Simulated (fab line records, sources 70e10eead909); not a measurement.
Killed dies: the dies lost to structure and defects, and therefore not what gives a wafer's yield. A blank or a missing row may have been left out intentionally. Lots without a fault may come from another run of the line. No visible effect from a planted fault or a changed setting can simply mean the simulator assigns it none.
Matching of chambers || flow nandHarc || NHARC_A_CHANNEL_FILL_D1_CMP_10 on cmp-03 has 4 sister chambers
The step polishes, target thk 150 nm. 4 wafers are shown with their chamber, then 8 later ones without.

EACH WAFER AND ITS CHAMBER
{"wafer": "L633.1", "chamber": 1, "motorCurrentA (A)": 12.7}
{"wafer": "L637.3", "chamber": 3, "motorCurrentA (A)": 12.7}
{"wafer": "L637.4", "chamber": 0, "motorCurrentA (A)": 10.7}
{"wafer": "L637.6", "chamber": 2, "motorCurrentA (A)": 11.8}

WAFERS WITHOUT THEIR CHAMBER
{"wafer": "L636.1", "motorCurrentA (A)": 12.2}
{"wafer": "L636.3", "motorCurrentA (A)": 11.8}
{"wafer": "L644.1", "motorCurrentA (A)": 13.4}
{"wafer": "L644.3", "motorCurrentA (A)": 10.6}
{"wafer": "L644.5", "motorCurrentA (A)": 11.7}
{"wafer": "L645.1", "motorCurrentA (A)": 10.2}
{"wafer": "L645.2", "motorCurrentA (A)": 12.0}
{"wafer": "L645.4", "motorCurrentA (A)": 13.5}

THE CHAMBER EACH PASSED THROUGH
{"wafer": "L636.1", "from the rows above": "can't be placed: 2 or 1 or 3", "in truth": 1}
{"wafer": "L636.3", "from the rows above": 2, "in truth": 2}
{"wafer": "L644.1", "from the rows above": "can't be placed: 1 or 3", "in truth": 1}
{"wafer": "L644.3", "from the rows above": 0, "in truth": 0}
{"wafer": "L644.5", "from the rows above": 2, "in truth": 2}
{"wafer": "L645.1", "from the rows above": 0, "in truth": 0}
{"wafer": "L645.2", "from the rows above": "can't be placed: 2 or 1 or 3", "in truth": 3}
{"wafer": "L645.4", "from the rows above": "can't be placed: 1 or 3", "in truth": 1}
Correctly placed: 4 of 8. Cannot be placed on the basis of these rows: 4; the candidates contain the true chamber in 4. Number placed wrongly: 0.
How it was worked out, from the rows above alone: a wafer's distance from a chamber is the root of the sum, over the readings, of the square of ((its reading less the chamber's mean) divided by the reading's scatter). If the next closest chamber is less than 2 further off than the closest, the wafer can't be placed; otherwise it belongs to the closest. For every chamber, the mean is computed from those of its wafers that are shown. The scatter: with one shown wafer a chamber, the root of the mean of the squares of how far each hidden wafer lies from its nearest shown one.
